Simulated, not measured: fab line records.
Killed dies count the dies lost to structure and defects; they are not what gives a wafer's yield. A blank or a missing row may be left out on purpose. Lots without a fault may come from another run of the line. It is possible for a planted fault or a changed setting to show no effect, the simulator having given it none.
fab line records | flow nandHarc
[record] lots = 13 | wafers = 37 | lastDay = 32
route steps=1302 shown A_BONDPAD@1203 END@1302
lots untouched by any fault: they come from a run of this same line in which no faults occurred
startH: the number of hours between the record's first day and the start of the first shown wafer of the lot | waitH: how many hours have passed since the lot's step before this one | " repeats the value in the row above | L1.1+2: one row covering several wafers at once | - value missing, or start not given | * or withheld: withheld | < > ~ a bound
route shown NAME@n: NAME is a module with steps in the file, n the number in the route of the first one | usual: mean/standard deviation taken from wafers without a fault | same: alike in all rows | chamber/n: place in a boat | sites: per-site readings | _std_site: how widely they spread, as a standard deviation | _edge_site: the outer-site mean with the inner-site mean subtracted | radiusMm: how far each site lies from the wafer's centre | mask NAME#n: copy n | behind: the tool/chamber that last shaped the wafer | hold: cause of the lot's hold/its duration in hours/its outcome | device: whichever transistor did not switch (one of n, p or np) | end of line: at the end of the route, the tests of the same wafers | for a step that has no rows: nothing shown but its recipe | killed: dies lost to structure and defects at the first sort, not the wafer's yield | map: dies across one wafer; x = killed, . = not, _ = none there
set.NAME: setting as actually run; set.NAME@STEP: the setting as run at that earlier step | model.NAME: the simulator's own value behind a step, which no gauge read
one table for each step of the route and one row for each wafer, over a sample of lots
services: the hour from which a tool's chamber was out of use, counted from the record's first day as startH (under 0 if before that day), plus the number of hours and why
[[steps]]
[step NHARC_A_BONDPAD_CMP_29]
[recipe] targetThkNm = 200 | material = SiCN
[usual] motorCurrentA = 12.0/1.4
lot.wafer | tool   | chamber | startH | waitH | motorCurrentA
L792.1    | cmp-03 | 0       | 537.18 | -     | 14.9
L792.2    | "      | 1       | "      | "     | 11.6
L792.4    | "      | 2       | "      | "     | 11.3
L790.1    | cmp-01 | 2       | 538.51 | -     | 12.9
L790.5    | "      | 1       | "      | "     | 10.5
L790.6    | "      | 2       | "      | "     | 12.6
L793.3    | cmp-04 | 1       | 553.01 | -     | 12.8
L793.4    | "      | 3       | "      | "     | 13.1
L793.5    | "      | 2       | "      | "     | 14.8
L794.1    | cmp-04 | 3       | 561.26 | -     | 12.4
L794.3    | "      | 0       | "      | "     | 11.1
L794.4    | "      | 1       | "      | "     | 12.4
L795.3    | cmp-01 | 3       | 585.40 | -     | 11.5
L795.2    | "      | 0       | "      | "     | 11.0
L795.1    | "      | 1       | "      | "     | 10.8
L796.2    | cmp-03 | 0       | 591.43 | -     | 14.0
L796.3    | "      | 1       | "      | "     | 10.9
L796.5    | "      | 3       | "      | "     | 10.5
L797.3    | cmp-03 | 3       | 609.43 | -     | 10.6
L797.6    | "      | 0       | "      | "     | 13.6
L797.5    | "      | 1       | "      | "     | 11.6
L798.4    | cmp-01 | 1       | 622.34 | -     | 11.0
L798.2    | "      | 3       | "      | "     | 11.4
L798.5    | "      | 0       | "      | "     | 11.1
L799.2    | cmp-04 | 1       | 627.17 | -     | 12.9
L799.3    | "      | 3       | "      | "     | 13.5
L799.6    | "      | 2       | "      | "     | 14.8
L808.1    | cmp-01 | 1       | 709.76 | -     | 10.6
L808.2    | "      | 0       | "      | "     | 11.4
L809.1    | cmp-01 | 0       | 716.95 | -     | 11.3
L809.2    | "      | 2       | "      | "     | 13.5
L810.1    | cmp-04 | 1       | 724.78 | -     | 12.1
L810.2    | "      | 2       | "      | "     | 14.6
L810.5    | "      | 1       | "      | "     | 13.1
L811.4    | cmp-03 | 3       | 739.75 | -     | 10.4
L811.2    | "      | 0       | "      | "     | 14.1
L811.5    | "      | 3       | "      | "     | 10.6
[step NHARC_A_BONDPAD_CD_MEAS_13]
[usual] cdNm = 499.3/2.2
lot.wafer | tool     | chamber | startH | waitH | cdNm
L792.1    | cdSem-03 | -       | 538.52 | -     | 500.5
L792.2    | "        | -       | "      | "     | 497.7
L792.4    | "        | -       | "      | "     | 498.3
L790.1    | cdSem-02 | -       | 539.82 | -     | 501.7
L790.5    | "        | -       | "      | "     | 499.6
L790.6    | "        | -       | "      | "     | 500.1
L793.3    | cdSem-03 | -       | 554.23 | -     | 503.3
L793.4    | "        | -       | "      | "     | 499.9
L793.5    | "        | -       | "      | "     | 500.2
L794.1    | cdSem-01 | -       | 562.46 | -     | 499.6
L794.3    | "        | -       | "      | "     | 500.2
L794.4    | "        | -       | "      | "     | 501.3
L795.1    | cdSem-03 | -       | 586.74 | -     | 502.3
L795.2    | "        | -       | "      | "     | 498.9
L795.3    | "        | -       | "      | "     | 500.6
L796.2    | cdSem-03 | -       | 592.68 | -     | 498.2
L796.3    | "        | -       | "      | "     | 500.4
L796.5    | "        | -       | "      | "     | 497.4
L797.3    | cdSem-02 | -       | 611.50 | -     | 496.8
L797.5    | "        | -       | "      | "     | 499.7
L797.6    | "        | -       | "      | "     | 497.3
L798.2    | cdSem-03 | -       | 623.65 | -     | 496.6
L798.4    | "        | -       | "      | "     | 494.6
L798.5    | "        | -       | "      | "     | 497.3
L799.2    | cdSem-02 | -       | 628.52 | -     | 502.9
L799.3    | "        | -       | "      | "     | 499.1
L799.6    | "        | -       | "      | "     | 499.8
L808.1    | cdSem-02 | -       | 711.11 | -     | 495.1
L808.2    | "        | -       | "      | "     | 496.9
L809.1    | cdSem-01 | -       | 718.29 | -     | 496.1
L809.2    | "        | -       | "      | "     | 495.4
L810.1    | cdSem-03 | -       | 726.12 | -     | 500.9
L810.2    | "        | -       | "      | "     | 497.3
L810.5    | "        | -       | "      | "     | 501.0
L811.2    | cdSem-01 | -       | 740.98 | -     | 497.4
L811.4    | "        | -       | "      | "     | 497.5
L811.5    | "        | -       | "      | "     | 501.0
[step NHARC_A_BONDPAD_ETCH_24]
[recipe] targetDepthA = 300 | overEtchFrac = 0.3 | timeS = 72.99 | ionEnergyEv = 150 | cf4FlowSccm = 50 | n2FlowSccm = 100 | arFlowSccm = 150 | rfW = 300 | biasW = 100 | chemistry = CF4/N2
[usual] drypumpMotorCurrentA = 5.8/0.41 | oesProductAu = 1.000/0.0098 | overEtchFrac = 0.3/0 | rfVppV = 313.9/1.6 | showerheadPlenumPTorr = 2.61/0.082 | throttleValvePct = 19.794/0.0092
lot.wafer | tool       | chamber | startH | waitH | drypumpMotorCurrentA | oesProductAu | overEtchFrac | rfHoursCounterH | rfVppV | showerheadPlenumPTorr | throttleValvePct
L792.2    | rieDiel-06 | 3       | 538.75 | -     | 5.3                  | 0.995        | 0.3          | 14              | 313.9  | 2.60                  | 19.803
L792.4    | "          | 0       | "      | "     | 5.3                  | 1.016        | 0.3          | 17              | 311.6  | 2.51                  | 19.811
L792.1    | "          | 1       | "      | "     | 5.6                  | 1.002        | 0.3          | 17              | 318.1  | 2.83                  | 19.779
L790.1    | rieDiel-09 | 2       | 540.06 | -     | 6.6                  | 1.005        | 0.3          | 1               | 312.6  | 2.57                  | 19.800
L790.6    | "          | 1       | "      | "     | 5.9                  | 1.001        | 0.3          | -               | 313.2  | 2.61                  | 19.813
L790.5    | "          | 2       | "      | "     | 6.6                  | 1.005        | 0.3          | -               | 313.1  | 2.57                  | 19.795
L793.3    | rieDiel-06 | 1       | 554.45 | -     | 5.6                  | 0.998        | 0.3          | 24              | 316.1  | 2.83                  | 19.811
L793.4    | "          | 2       | "      | "     | 6.2                  | 0.987        | 0.3          | 22              | 312.3  | 2.62                  | 19.803
L793.5    | "          | 2       | "      | "     | 6.2                  | 0.996        | 0.3          | -               | 314.7  | 2.62                  | 19.794
L794.3    | rieDiel-04 | 3       | 562.71 | 0.2   | 5.8                  | 0.992        | 0.3          | 4               | 312.8  | 2.57                  | 19.796
L794.1    | "          | 1       | "      | "     | 5.6                  | 0.997        | 0.3          | 4               | 312.6  | 2.52                  | 19.788
L794.4    | "          | 1       | "      | "     | 5.6                  | 0.986        | 0.3          | -               | 312.2  | 2.52                  | 19.802
L795.1    | rieDiel-09 | 1       | 586.97 | -     | 6.0                  | 1.001        | 0.3          | 2               | 316.1  | 2.61                  | 19.807
L795.3    | "          | 3       | "      | "     | 6.1                  | 1.006        | 0.3          | 2               | 313.8  | 2.59                  | 19.784
L795.2    | "          | 0       | "      | "     | 5.9                  | 1.020        | 0.3          | 2               | 314.9  | 2.67                  | 19.785
L796.2    | rieDiel-09 | 3       | 592.90 | -     | 6.0                  | 0.999        | 0.3          | 2               | 313.7  | 2.59                  | 19.792
L796.3    | "          | 0       | "      | "     | 5.9                  | 1.012        | 0.3          | 2               | 314.1  | 2.67                  | 19.796
L796.5    | "          | 3       | "      | "     | 6.0                  | 1.005        | 0.3          | -               | 312.5  | 2.59                  | 19.770
L797.3    | rieDiel-04 | 3       | 612.34 | -     | 5.8                  | 1.001        | 0.3          | 15              | 314.0  | 2.57                  | 19.794
L797.5    | "          | 3       | "      | "     | 5.8                  | 1.007        | 0.3          | -               | 311.8  | 2.57                  | 19.803
L797.6    | "          | 0       | "      | "     | 5.1                  | 0.993        | 0.3          | -               | 313.1  | 2.54                  | 19.783
L798.2    | rieDiel-04 | 1       | 623.88 | -     | 5.6                  | 0.990        | 0.3          | 15              | 313.5  | 2.51                  | 19.775
L798.4    | "          | 0       | "      | "     | 5.1                  | 1.002        | 0.3          | 17              | 313.8  | 2.54                  | 19.792
L798.5    | "          | 1       | "      | "     | 5.6                  | 0.989        | 0.3          | -               | 312.6  | 2.51                  | 19.789
L799.3    | rieDiel-06 | 1       | 628.74 | -     | 5.6                  | 0.989        | 0.3          | 49              | 316.7  | 2.82                  | 19.794
L799.2    | "          | 0       | "      | "     | 5.3                  | 1.024        | 0.3          | 53              | 311.5  | 2.50                  | 19.786
L799.6    | "          | 3       | "      | "     | 5.3                  | 0.990        | 0.3          | -               | 312.7  | 2.59                  | 19.795
L808.2    | rieDiel-09 | 2       | 711.35 | -     | 6.6                  | 1.009        | 0.3          | 1               | 312.6  | 2.57                  | 19.803
L808.1    | "          | 3       | "      | "     | 6.0                  | 1.004        | 0.20332      | 0               | 313.7  | 2.59                  | 19.791
L809.2    | rieDiel-09 | 0       | 718.53 | -     | 5.9                  | 0.992        | 0.3          | 1               | 315.3  | 2.67                  | 19.789
L809.1    | "          | 1       | "      | "     | 6.0                  | 1.020        | 0.20332      | 1               | 313.8  | 2.61                  | 19.800
L810.2    | rieDiel-04 | 3       | 726.36 | -     | 5.8                  | 0.999        | 0.3          | 1               | 313.9  | 2.56                  | 19.791
L810.1    | "          | 0       | "      | "     | 5.1                  | 1.014        | 0.3          | 1               | 313.0  | 2.53                  | 19.787
L810.5    | "          | 1       | "      | "     | 5.6                  | 0.972        | 0.3          | -               | 311.8  | 2.51                  | 19.798
L811.2    | rieDiel-04 | 0       | 741.30 | 0.2   | 5.1                  | 1.013        | 0.3          | 6               | 313.1  | 2.53                  | 19.788
L811.4    | "          | 0       | "      | "     | 5.1                  | 1.013        | 0.3          | -               | 313.3  | 2.53                  | 19.809
L811.5    | "          | 2       | "      | "     | 5.7                  | 0.990        | 0.3          | -               | 315.9  | 2.74                  | 19.789
[step NHARC_A_BONDPAD_PVD_27]
[recipe] targetThkA = 300 | chamberPressurePa = 5 | powerW = 5000 | substrateTempC = 30 | timeS = 20.49 | material = Cu
[usual] cathodeDcPowerW = 5000.1/0.94 | throttleValvePct = 30.0/1
lot.wafer | tool          | chamber | startH | waitH | cathodeDcPowerW | throttleValvePct
L792.2    | pvdSputter-02 | -       | -      | -     | 4999.4          | 28.3
L792.1    | "             | -       | "      | "     | 5001.7          | 30.9
L792.4    | "             | -       | "      | "     | 5001.3          | 29.8
L790.1    | pvdSputter-03 | -       | -      | -     | 5000.2          | 30.3
L790.5    | "             | -       | "      | "     | 5000.3          | 30.1
L790.6    | "             | -       | "      | "     | 4999.8          | 29.1
L793.3    | pvdSputter-01 | -       | -      | -     | 5001.0          | 31.5
L793.4    | "             | -       | "      | "     | 5000.3          | 31.2
L793.5    | "             | -       | "      | "     | 4999.0          | 29.7
L794.1    | pvdSputter-02 | -       | -      | -     | 4998.1          | 28.9
L794.4    | "             | -       | "      | "     | 4999.8          | 29.9
L794.3    | "             | -       | "      | "     | 5001.5          | 28.3
L795.3    | pvdSputter-03 | -       | -      | -     | 5001.1          | 29.4
L795.1    | "             | -       | "      | "     | 5000.0          | 29.8
L795.2    | "             | -       | "      | "     | 5000.4          | 29.3
L796.3    | pvdSputter-03 | -       | -      | -     | 5001.8          | 30.5
L796.2    | "             | -       | "      | "     | 5000.3          | 29.6
L796.5    | "             | -       | "      | "     | 4997.1          | 29.3
L797.3    | pvdSputter-02 | -       | -      | -     | 4999.2          | 31.3
L797.5    | "             | -       | "      | "     | 5000.7          | 28.7
L797.6    | "             | -       | "      | "     | 4999.1          | 31.3
L798.2    | pvdSputter-03 | -       | -      | -     | 4998.4          | 29.5
L798.4    | "             | -       | "      | "     | 4999.4          | 28.9
L798.5    | "             | -       | "      | "     | 4999.0          | 29.5
L799.2    | pvdSputter-02 | -       | -      | -     | 5001.1          | 28.7
L799.3    | "             | -       | "      | "     | 4999.4          | 30.3
L799.6    | "             | -       | "      | "     | 4999.5          | 28.8
L808.1    | pvdSputter-02 | -       | -      | -     | 4999.6          | 28.8
L808.2    | "             | -       | "      | "     | 5002.1          | 30.9
L809.2    | pvdSputter-01 | -       | -      | -     | 5001.9          | 31.1
L809.1    | "             | -       | "      | "     | 5000.7          | 31.5
L810.1    | pvdSputter-03 | -       | -      | -     | 5001.0          | 30.3
L810.2    | "             | -       | "      | "     | 5000.7          | 31.2
L810.5    | "             | -       | "      | "     | 4999.3          | 30.2
L811.4    | pvdSputter-01 | -       | -      | -     | 4998.8          | 31.3
L811.2    | "             | -       | "      | "     | 5000.8          | 31.5
L811.5    | "             | -       | "      | "     | 5001.1          | 30.4
[step NHARC_END_SORT_01]
[recipe] tempC = 25
[usual] defectLimitedYield = 91.1/2.9 | killedAtArray = 55/19 | killedAtOther = 0.8/1.1 | killedAtPeriphery = 4.0/2.6 | killedDies = 60/20 | killedOpen = 3.4/1.7 | killedShort = 2.6/1.5
[same] grossDies = 677
lot.wafer | tool      | chamber | startH | waitH | defectLimitedYield[%] | killedAtArray | killedAtOther | killedAtPeriphery | killedDies | killedOpen | killedShort
L793.3    | prober-01 | 0       | 583.45 | 3.1   | 92.6                  | 46            | 0             | 4                 | 50         | 2          | 1
L793.4    | prober-01 | 0       | 584.25 | 3.4   | 92.0                  | 50            | 1             | 3                 | 54         | 4          | 2
L793.5    | prober-01 | 0       | 585.05 | 3.7   | 90.7                  | 59            | 2             | 2                 | 63         | 4          | 4
L809.2    | prober-01 | 0       | 752.01 | 2.8   | 89.1                  | 65            | 3             | 6                 | 74         | 4          | 1
// killed by level:class
L793.3 A_CHANNEL_HOLE_D1:chamberFilmFlake=24 A_CHANNEL_HOLE_D2:chamberFilmFlake=8 A_STAIRCASE:chamberFilmFlake=5 P_GATE:chamberFilmFlake=3 A_CHANNEL_FILL_D1:chamberFilmFlake=3 A_BLC:geometricParticle:open=2 A_CONTACT:chamberFilmFlake=2 P_GATE:geometricParticle:short=1
L793.4 A_CHANNEL_HOLE_D1:chamberFilmFlake=31 A_CHANNEL_HOLE_D2:chamberFilmFlake=7 A_CONTACT:chamberFilmFlake=5 P_M0:geometricParticle:open=1 A_CHANNEL_FILL_D1:geometricParticle:short=1 A_CHANNEL_FILL_D1:geometricParticle:open=1 A_DECK1_JOINT:geometricParticle:short=1 A_SGD_CUT:geometricParticle:open=1
L793.5 A_CHANNEL_HOLE_D1:chamberFilmFlake=39 A_CHANNEL_HOLE_D2:chamberFilmFlake=8 A_CHANNEL_FILL_D2:geometricParticle:short=2 A_STAIRCASE:chamberFilmFlake=2 A_CONTACT:chamberFilmFlake=2 THIN_TSV:chamberFilmFlake=2 P_CONTACT:geometricParticle:open=1 P_M0:geometricParticle:short=1
L809.2 A_SLIT:chamberFilmFlake=18 A_CHANNEL_HOLE_D1:chamberFilmFlake=15 A_CHANNEL_HOLE_D2:chamberFilmFlake=12 A_CONTACT:chamberFilmFlake=6 A_SGD_CUT:chamberFilmFlake=6 A_STAIRCASE:chamberFilmFlake=4 THIN_TSV:chamberFilmFlake=3 P_GATE:chamberFilmFlake=2
[[services]]
tool          | chamber | startH | hours | kind
cmp-03        | -       | 518.74 | 0.6   | repair
cmp-01        | -       | 521.00 | 1.2   | repair
pvdSputter-03 | -       | 526.03 | 10.0  | pm
rieDiel-04    | -       | 531.96 | 9.0   | pm
rieDiel-09    | -       | 536.53 | 0.7   | repair
cmp-01        | -       | 548.28 | 0.4   | repair
rieDiel-04    | 2       | 553.89 | 3.6   | repair
rieDiel-04    | 2       | 557.75 | 13.7  | repair
rieDiel-09    | 3       | 565.25 | 4.1   | repair
rieDiel-04    | 1       | 565.42 | 2.6   | repair
cmp-01        | -       | 578.03 | 4.0   | pm
rieDiel-04    | 1       | 591.59 | 3.2   | repair
rieDiel-09    | -       | 609.91 | 2.6   | repair
cmp-01        | -       | 625.37 | 3.6   | repair
cmp-01        | -       | 635.40 | 1.8   | repair
pvdSputter-02 | -       | 638.00 | 10.0  | pm
cmp-01        | -       | 663.53 | 1.6   | repair
rieDiel-09    | -       | 674.10 | 9.0   | pm
cmp-01        | -       | 676.03 | 4.0   | pm
pvdSputter-03 | -       | 704.03 | 10.0  | pm
rieDiel-04    | -       | 708.96 | 9.0   | pm
pvdSputter-03 | -       | 733.46 | 1.7   | repair
rieDiel-04    | 1       | 733.64 | 12.1  | repair
rieDiel-04    | 3       | 740.89 | 2.5   | repair
[[key]]
[firstSign] step = NHARC_A_BONDPAD_ETCH_24 | reading = overEtchFrac | direction = down | sigmas = 99+ | usual = 0.3 | struck = 0.20332
effect none on later readings
metAt NHARC_A_BONDPAD_ETCH_24
struckLots L808,L809
struckWafers L808.1,L809.1
notActingAt NHARC_A_BONDPAD_CMP_29,NHARC_A_BONDPAD_CD_MEAS_13,NHARC_A_BONDPAD_PVD_27
onsetBetween 592.90 711.35
[fault] kind = processParameterDrift | tool = rieDiel-09 | chamber = - | onsetH = 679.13 | steps = NHARC_A_BONDPAD_ETCH_24 | channel = overEtchFrac | offset = -0.096685 | shape = step | endH = 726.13 | scope = struckWafersOnly | actsIn = theseRecipesOnly | stated = 0.3
